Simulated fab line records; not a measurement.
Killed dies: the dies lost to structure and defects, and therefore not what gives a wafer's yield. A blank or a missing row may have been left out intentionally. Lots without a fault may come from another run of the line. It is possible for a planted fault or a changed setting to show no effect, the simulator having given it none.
Chamber matching + flow nand-harc + NHARC_P_M1_PRE_CLEAN_32 on pecvd-03 has 3 sister chambers
The step time 12 s. 3 wafers are shown with their chamber, then 7 later ones without.

WAFERS, EACH WITH ITS CHAMBER
| wafer  | chamber | heater-power-w (W) |
|--------|---------|--------------------|
| L094.4 | 0       | 623                |
| L095.1 | 1       | 660                |
| L095.4 | 2       | 608                |

WAFERS WITHOUT THEIR CHAMBER
| wafer  | heater-power-w (W) |
|--------|--------------------|
| L095.5 | 680                |
| L097.1 | 598                |
| L097.2 | 581                |
| L097.3 | 639                |
| L096.2 | 594                |
| L096.4 | 511                |
| L096.5 | 560                |

WHICH CHAMBER EACH ONE RAN IN
| wafer  | from the rows above          | in truth |
|--------|------------------------------|----------|
| L095.5 | can't be placed: 1 or 0 or 2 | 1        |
| L097.1 | can't be placed: 2 or 0 or 1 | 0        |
| L097.2 | can't be placed: 2 or 0 or 1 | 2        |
| L097.3 | can't be placed: 0 or 1 or 2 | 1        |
| L096.2 | can't be placed: 2 or 0 or 1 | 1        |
| L096.4 | can't be placed: 2 or 0 or 1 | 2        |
| L096.5 | can't be placed: 2 or 0 or 1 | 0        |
Placed correctly: 0 of 7. Unplaceable from these rows: 7, with the true chamber sitting among the candidates in 7. Number placed wrongly: 0.
How it was worked out, from the rows above alone: a wafer's distance from a chamber is the root of the sum, over the readings, of the square of ((its reading less the chamber's mean) divided by the reading's scatter). If the next closest chamber is less than 2 further off than the closest, the wafer can't be placed; otherwise it belongs to the closest. Each chamber's mean is taken over the wafers shown for it. The scatter: with one shown wafer a chamber, the root of the mean of the squares of how far each hidden wafer lies from its nearest shown one.
